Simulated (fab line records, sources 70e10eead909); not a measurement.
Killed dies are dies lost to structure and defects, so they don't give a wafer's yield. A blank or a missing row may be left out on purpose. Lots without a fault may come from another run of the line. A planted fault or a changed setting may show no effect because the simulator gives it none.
A struck lot beside a sound one | flow nand_harc | 14 steps out of a route of 1302
Sound: wafers L810.1, L810.2, L810.6. Struck: wafers L820.2, L820.3, L820.6. The cause comes at the end.
At each step with rows: each side's tool, then ch and its chambers, then its first start. Under that, the readings that differ: sound wafers | struck wafers | difference of the means | sigmas: that difference in standard deviations of wafers without a fault.
alike: readings whose means differ by less than 2 such deviations, and words and numbers that are the same on both sides. not compared: withheld readings, readings that some wafer has no value for, bounds like >300 that may hide the same value, and numbers for which the record gives no deviation and whose values overlap.
The two part at a step that has a row with sigmas, a row that says differs or no value, or rows on one side only. Numbers that don't overlap but have no deviation are shown without sigmas and don't part them. A reading that every wafer of one side lacks parts them only if that side has two wafers or more.

first, 1 step without rows for these wafers: NHARC_A_CONTACT_STRIP_27 (strips in post etch residue remover, time 600 s).
NHARC_A_CONTACT_ALD_18: deposits TiN, target thk 3 nm, pulse time 1 s, ald cycles 150.
  sound on ald_metal-01 ch 2,3, day 26 16:52; struck on ald_metal-01 ch 0,1,3, day 31 09:56
  alike: heater_power_w, precursor_pulse_height_rel
NHARC_A_CONTACT_CVD_19: deposits W, target thk 300 nm, time 802 s.
  sound on cvd_w-02 ch 0,1; struck on cvd_w-02 ch 0
  alike: heater_power_w, throttle_valve_pct
NHARC_A_CONTACT_CMP_20: polishes, t overpolish 30 s, target thk 300 nm.
  sound on cmp-02 ch 1,3, day 26 17:57; struck on cmp-01 ch 0,1,2, day 31 11:03
  alike: edge_zone_pressure_frac, motor_current_A, overpolish_run_s, time_to_endpoint_s
then, 1 step without rows for these wafers: NHARC_A_CONTACT_SRD_22.
NHARC_A_CONTACT_INSPECT_23:
  sound on defect_inspect-01, day 26 18:21; struck on defect_inspect-01, day 31 11:26
  alike: raw_defect_count
then, 5 steps without rows for these wafers: NHARC_A_BLC_DEHYDRATE_00 (time 120 s); NHARC_A_BLC_HMDS_01 (time 30 s); NHARC_A_BLC_COAT_02 (time 75 s); NHARC_A_BLC_COAT_03 (time 65 s); NHARC_A_BLC_COAT_04 (resist thk 90 nm).
NHARC_A_BLC_SOFTBAKE_05: time 55 s.
  sound on litho_track-06 ch 0, day 26 18:00; struck on litho_track-01 ch 0, day 31 11:00
  reading                  | sound                | struck               | difference | sigmas
  heater_power_total_W (W) | 188.48 188.25 188.48 | 231.79 231.94 232.00 | +43.51     | +99 or more
  alike: resist_line_temp_C
then, 2 steps without rows for these wafers: NHARC_A_BLC_EBR_06; NHARC_END_SORT_01.

WHERE THEY PART
Only at NHARC_A_BLC_SOFTBAKE_05, within this record.

WHY: what the simulator had put in
Process parameter drift: litho_track-01, from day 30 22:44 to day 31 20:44, at NHARC_A_BLC_SOFTBAKE_05. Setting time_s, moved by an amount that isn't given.
